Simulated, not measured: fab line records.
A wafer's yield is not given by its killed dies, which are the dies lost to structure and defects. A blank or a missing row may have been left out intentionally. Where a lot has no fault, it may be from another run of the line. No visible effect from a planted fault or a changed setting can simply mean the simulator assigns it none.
A lot that was struck, set against a sound lot + flow n5_finfet + 16 out of 1938 route steps
Sound: these wafers, L831.1, L831.2, L831.6. Wafers L824.1, L824.2, L824.5 were the ones struck. Last of all comes the cause.
At each step with rows: each side's tool, then ch and its chambers, then its first start. Under that, the readings that differ: sound wafers + struck wafers + difference of the means + sigmas: that difference in standard deviations of wafers without a fault.
alike: readings whose means differ by less than 2 such deviations, and words and numbers that are the same on both sides. not compared: withheld readings, readings that some wafer has no value for, bounds like >300 that may hide the same value, and numbers for which the record gives no deviation and whose values overlap.
Wherever a step has rows on one side only, a row that says differs or no value, or a row with sigmas, the two part there. When numbers do not overlap yet have no deviation, they are printed without sigmas and do not part them. A reading that every wafer of one side lacks parts them only if that side has two wafers or more.

first, 4 steps without rows for these wafers: N5_BEOL_M0_SAQP_MANDREL_ETCH_20 (etches a-Si in HBr/Cl2, stops on SiNx, target depth 60 nm, bt time 10 s, time 30 s); N5_BEOL_M0_SAQP_STRIP_86 (strips in N2/H2); N5_BEOL_M0_SAQP_STRIP_115 (strips in post etch residue remover, time 60 s); N5_BEOL_M0_SAQP_SRD_93 (time 30 s).
N5_BEOL_M0_SAQP_RECESS_114: chemistry HF/NH3, target SiO2, target depth 14.4 nm, afs cycles 3, sublimation time 60 s.
  sound on vapor_etch-01 ch 0,1, day 11 00:25; struck on vapor_etch-02 ch 0,1, day 9 14:58
  alike: drypump_motor_current_A
N5_BEOL_M0_SAQP_SPACER1_ALD_98: deposits SiO2, target thk 12.8 nm, pulse time 1 s, purge time 2 s.
  sound on ald_sin-03 ch 1,3, day 11 00:48; struck on ald_sin-03 ch 0,1, day 9 15:48
  alike: heater_power_w, precursor_pulse_height_rel
N5_BEOL_M0_SAQP_SPACER1_ETCHBACK_99: etches SiO2 in CHF3/O2, target depth 15.4 nm, time 7.7 s.
  sound on rie_diel-02 ch 1,2, day 11 01:17; struck on rie_diel-04 ch 0,1,2, day 9 16:16
| reading               | sound             | struck            | difference | sigmas |
|-----------------------|-------------------|-------------------|------------|--------|
| CHF3_flow_sccm (sccm) | 49.73 49.65 49.67 | 49.79 50.21 50.19 | +0.38      | +3     |
  alike: drypump_motor_current_A, oes_product_au, rf_vpp_V, showerhead_plenum_p_Torr, throttle_valve_pct
  not compared: rf_hours_counter_h
then, 1 step without rows for these wafers: N5_BEOL_M0_SAQP_MANDREL1_REMOVE_100 (chemistry HBr/Cl2/O2, target a-Si, stops on SiNx, bt time 10 s).
N5_BEOL_M0_SAQP_CD_MEAS_25: target cd 13.1 nm.
  sound on cd_sem-03 ch 0, day 11 01:29; struck on cd_sem-02 ch 0, day 9 16:28
  alike: cd_nm
N5_BEOL_M0_SAQP_ETCH_101: etches SiNx in CH3F/O2, target depth 29.9 nm, time 42.7 s.
  sound on rie_diel-02 ch 0,3, day 11 01:31; struck on rie_diel-04 ch 0,1,2, day 9 16:31
  alike: drypump_motor_current_A, oes_product_au, rf_vpp_V, showerhead_plenum_p_Torr, throttle_valve_pct
  not compared: rf_hours_counter_h
N5_BEOL_M0_SAQP_ETCH_102: etches SiO2 in CF4, target depth 4 nm, time 4.4 s.
  sound on rie_si-06 ch 0,1,3, day 11 01:37; struck on rie_si-02 ch 0,1,2, day 9 16:37
  alike: drypump_motor_current_A, oes_product_au, throttle_valve_pct
  not compared: rf_hours_counter_h
then, 1 step without rows for these wafers: N5_BEOL_M0_SAQP_MANDREL_ETCH_103 (etches a-Si in HBr/Cl2, stops on SiCN, target depth 45 nm, bt time 10 s, time 27 s).
N5_BEOL_M0_SAQP_RECESS_104: chemistry HF/NH3, target SiO2, target depth 18 nm, afs cycles 3, sublimation time 60 s.
  sound on vapor_etch-02 ch 0,1, day 11 01:44; struck on vapor_etch-02 ch 0,1, day 9 16:56
  no value came back on the struck wafers for afs_cycles, drypump_motor_current_A (A); on the sound wafers afs_cycles reads 3 3 3
then, 1 step without rows for these wafers: N5_BEOL_M0_SAQP_COAT_105 (time 60 s, resist thk 100 nm).
N5_BEOL_M4_RC_MEAS_101:
  the record has rows for the sound wafers here (prober-02 ch 0, day 15 04:29) and none for the struck ones
-- the record jumps here: 7 days lie between the struck wafers' starts before and after (it left off in module BEOL_M4 and takes up again in module PASSIVATION, whose first step shown is number 1936 of the route) --
N5_PASSIVATION_PROBE_49:
  sound on prober-02, day 19 15:49; struck on prober-01, day 16 12:32
| reading                  | sound          | struck         | difference | sigmas      |
|--------------------------|----------------|----------------|------------|-------------|
| defect_limited_yield (%) | 91.9 92.6 91.9 | 0 0 0          | -92        | -54         |
| killed_at_M0_to_M3       | 24 30 21       | 1129 1135 1094 | +1094      | +99 or more |
| killed_dies              | 95 87 95       | 1180 1180 1180 | +1088      | +54         |
| killed_on_rim            | 14 11 12       | 152 152 152    | +140       | +34         |
| sort_bin_5_function (%)  | 4.7 4.1 4.5    | 97.1 96.1 94.3 | +91.4      | +83         |
| sort_n_pass              | 1085 1093 1085 | 0 0 0          | -1088      | -54         |
| sort_yield_pct (%)       | 91.9 92.6 91.9 | 0 0 0          | -92        | -54         |
  alike: killed_at_M4_up, killed_at_contacts, killed_at_front_end, killed_at_other, killed_open, killed_short, sort_bin_6_memory, sort_bin_8_speed

## WHERE THEY PART
At N5_BEOL_M0_SAQP_SPACER1_ETCHBACK_99 first; at N5_PASSIVATION_PROBE_49 last (within this record only).

WHY: the cause the simulator had injected
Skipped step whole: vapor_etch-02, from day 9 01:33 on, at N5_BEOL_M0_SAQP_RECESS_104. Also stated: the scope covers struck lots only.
